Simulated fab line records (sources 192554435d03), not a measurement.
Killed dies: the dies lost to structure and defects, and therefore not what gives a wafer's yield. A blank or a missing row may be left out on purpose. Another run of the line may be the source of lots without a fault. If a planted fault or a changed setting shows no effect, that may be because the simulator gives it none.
Which tool is to blame? | flow n5_finfet | 11 lots with 33 wafers sampled at 4 steps, on a route of 1938 steps

== WHAT THE GAUGES SHOWED, per wafer ==
No reading from a measuring or inspecting step in the record can be judged against a usual standard deviation.

== EACH LOT AND THE TOOL THAT RAN IT (in order: tool; ch and the chambers of the sampled wafers; start) ==
lot  | N5_BEOL_M7_ETCH_66                 | N5_BEOL_M7_CURE_75            | N5_BEOL_M7_CVD_78                | N5_BEOL_M8_ILD_DEP_00
L257 | rie_diel-05 ch 0,1,2, day 9 01:05  | uv_cure-01 ch 2, day 9 01:41  | cvd_co-02 ch 1,2, day 9 02:32    | pecvd-02 ch 0,1, day 9 04:22
L259 | rie_diel-04 ch 1,2, day 9 20:31    | uv_cure-03 ch 2, day 9 21:07  | cvd_co-01 ch 0,2, day 9 23:19    | pecvd-02 ch 0,1, day 10 00:27
L262 | rie_diel-03 ch 0,2,3, day 10 15:03 | uv_cure-03 ch 1, day 10 15:43 | cvd_co-01 ch 0,2, day 10 16:56   | pecvd-01 ch 0,1, day 10 18:12
L263 | rie_diel-05 ch 1,2,3, day 10 21:20 | uv_cure-02 ch 2, day 10 21:55 | cvd_co-02 ch 0,1,2, day 10 22:43 | pecvd-02 ch 0,1,2, day 10 23:58
L264 | rie_diel-04 ch 0,1,3, day 11 02:04 | uv_cure-03 ch 2, day 11 02:37 | cvd_co-02 ch 0,1,2, day 11 04:35 | pecvd-03 ch 0,1,2, day 11 06:01
L267 | rie_diel-04 ch 1,3, day 11 04:27   | uv_cure-01 ch 1, day 11 04:59 | cvd_co-01 ch 0,1, day 11 05:55   | pecvd-03 ch 0,2, day 11 07:10
L265 | rie_diel-04 ch 0,2,3, day 11 08:36 | uv_cure-03 ch 2, day 11 09:08 | cvd_co-01 ch 1,2, day 11 11:43   | pecvd-03 ch 1,2, day 11 13:13
L266 | rie_diel-04 ch 0,1, day 11 18:35   | uv_cure-01 ch 2, day 11 19:11 | cvd_co-01 ch 0,1,2, day 11 19:56 | pecvd-02 ch 0,1,2, day 11 21:16
L269 | rie_diel-03 ch 0,2,3, day 12 03:29 | uv_cure-02 ch 1, day 12 04:08 | cvd_co-02 ch 0,1,2, day 12 05:22 | pecvd-03 ch 0,1,2, day 12 06:32
L277 | rie_diel-03 ch 1,2,3, day 14 09:41 | uv_cure-01 ch 1, day 14 10:14 | cvd_co-02 ch 0,1,2, day 14 12:23 | pecvd-03 ch 0,1,2, day 14 13:51
L280 | rie_diel-05 ch 1,2,3, day 14 19:49 | uv_cure-01 ch 0, day 14 20:22 | cvd_co-02 ch 1,2, day 14 21:19   | pecvd-02 ch 0,1, day 14 22:47
- N5_BEOL_M7_ETCH_66: etches SOC in N2/H2, target depth 80 nm, overetch 16 nm, time 120 s.
- N5_BEOL_M7_CURE_75: cures SiCOH lowk, time 120 s.
- N5_BEOL_M7_CVD_78: deposits Co from CCTBA/H2, target thk 2 nm, time 142.3 s.
- N5_BEOL_M8_ILD_DEP_00: deposits SiCOH lowk from DEMS/porogen, target thk 179.75 nm, time 33.4 s.

== WHAT THE TOOLS THEMSELVES READ (means of the sampled wafers that have a number; where no wafer has one, the mark that the record gives instead) ==
N5_BEOL_M7_ETCH_66.
lot  | tool        | drypump_motor_current_A (A) | n2_flow_sccm (sccm) | oes_product_au (a.u.) | rf_vpp_V (V) | showerhead_plenum_p_Torr (Torr) | throttle_valve_pct (%)
L257 | rie_diel-05 | 5.7                         | 200.1               | 0.66                  | 527.0        | 2.62                            | 17.84
L259 | rie_diel-04 | 5.2                         | 199.7               | 0.61                  | 522.8        | 2.53                            | 18.00
L262 | rie_diel-03 | 5.9                         | 199.5               | 0.64                  | 525.5        | 2.61                            | 17.82
L263 | rie_diel-05 | 5.4                         | 199.7               | 0.60                  | 525.9        | 2.62                            | 17.74
L264 | rie_diel-04 | 5.9                         | 199.9               | 0.58                  | 522.3        | 2.48                            | 17.91
L267 | rie_diel-04 | 5.8                         | 200.1               | 0.58                  | 521.5        | 2.44                            | 17.94
L265 | rie_diel-04 | 5.7                         | 199.1               | 0.55                  | 523.4        | 2.53                            | 17.74
L266 | rie_diel-04 | 6.0                         | 199.9               | 0.58                  | 522.9        | 2.50                            | 17.90
L269 | rie_diel-03 | 5.9                         | 200.0               | 0.62                  | 525.4        | 2.60                            | 17.85
L277 | rie_diel-03 | 6.1                         | 199.9               | 0.60                  | 524.6        | 2.55                            | 17.84
L280 | rie_diel-05 | 5.4                         | 200.0               | 0.64                  | 526.2        | 2.61                            | 17.67

N5_BEOL_M7_CURE_75.
lot  | tool       | lamp_power_pct (%) | wafer_temp_C_max
L257 | uv_cure-01 | 52.36              | 371.1
L259 | uv_cure-03 | 52.31              | 371.8
L262 | uv_cure-03 | 52.33              | 372.1
L263 | uv_cure-02 | 52.33              | 371.7
L264 | uv_cure-03 | 52.31              | 372.0
L267 | uv_cure-01 | 52.30              | 371.0
L265 | uv_cure-03 | 52.27              | 371.3
L266 | uv_cure-01 | 52.29              | 371.5
L269 | uv_cure-02 | 52.35              | 371.8
L277 | uv_cure-01 | 52.29              | 371.7
L280 | uv_cure-01 | 52.34              | 372.7

N5_BEOL_M7_CVD_78.
lot  | tool      | run_length_s (s)
L257 | cvd_co-02 | 165.0
L259 | cvd_co-01 | 165.1
L262 | cvd_co-01 | 164.9
L263 | cvd_co-02 | 165.2
L264 | cvd_co-02 | 164.9
L267 | cvd_co-01 | 164.6
L265 | cvd_co-01 | 165.4
L266 | cvd_co-01 | 107.3
L269 | cvd_co-02 | 165.1
L277 | cvd_co-02 | 165.2
L280 | cvd_co-02 | 165.0

N5_BEOL_M8_ILD_DEP_00.
lot  | tool     | heater_power_outer_w (W) | heater_power_w (W) | showerhead_plenum_p_Torr (Torr) | throttle_valve_pct (%)
L257 | pecvd-02 | 128                      | 264                | 5.746                           | 14.4
L259 | pecvd-02 | 124                      | 252                | 5.742                           | 14.5
L262 | pecvd-01 | 147                      | 292                | 5.752                           | 14.1
L263 | pecvd-02 | 157                      | 308                | 5.740                           | 13.9
L264 | pecvd-03 | 152                      | 325                | 5.734                           | 14.2
L267 | pecvd-03 | 139                      | 327                | 5.739                           | 13.9
L265 | pecvd-03 | 143                      | 296                | 5.747                           | 14.6
L266 | pecvd-02 | 140                      | 286                | 5.728                           | 13.9
L269 | pecvd-03 | 144                      | 322                | 5.742                           | 14.2
L277 | pecvd-03 | 153                      | 325                | 5.734                           | 14.1
L280 | pecvd-02 | 166                      | 311                | 5.751                           | 14.5

== THE ANSWER, worked out from the rows above alone ==
Rule: what is usual is taken from the lots themselves. Put in order of their means at a reading, lots are off if they are a third of the lots or fewer, leave a main group of 4 or more, and stand apart from it by a gap of 3 or more times the standard deviation of the main group's means; of several such gaps the widest counts. A main group is skipped when, at the precision printed for the reading in the tables above, its means are all equal. Also off: a lot with no number at a reading for which 4 or more lots have one. All remaining lots with rows at the step are treated as sound. First the gauges in route order, then the tools' own readings, where a lot's mean is used as printed above. The first step at which some lot is off is used, and at that step the reading that is off furthest; a lot without a number counts as furthest.
Off: L266, at N5_BEOL_M7_CVD_78 (run_length_s). Main group: mean 165.0 s, sd 0.21.
If a tool, at that step or one of the process steps before it, ran each lot that is off and ran no sound lot following the first of them, it fits. Can't be told from this: 2 tools fit, rie_diel-04 at N5_BEOL_M7_ETCH_66, cvd_co-01 at N5_BEOL_M7_CVD_78.

== WHAT HAD BEEN PUT IN BY THE SIMULATOR ==
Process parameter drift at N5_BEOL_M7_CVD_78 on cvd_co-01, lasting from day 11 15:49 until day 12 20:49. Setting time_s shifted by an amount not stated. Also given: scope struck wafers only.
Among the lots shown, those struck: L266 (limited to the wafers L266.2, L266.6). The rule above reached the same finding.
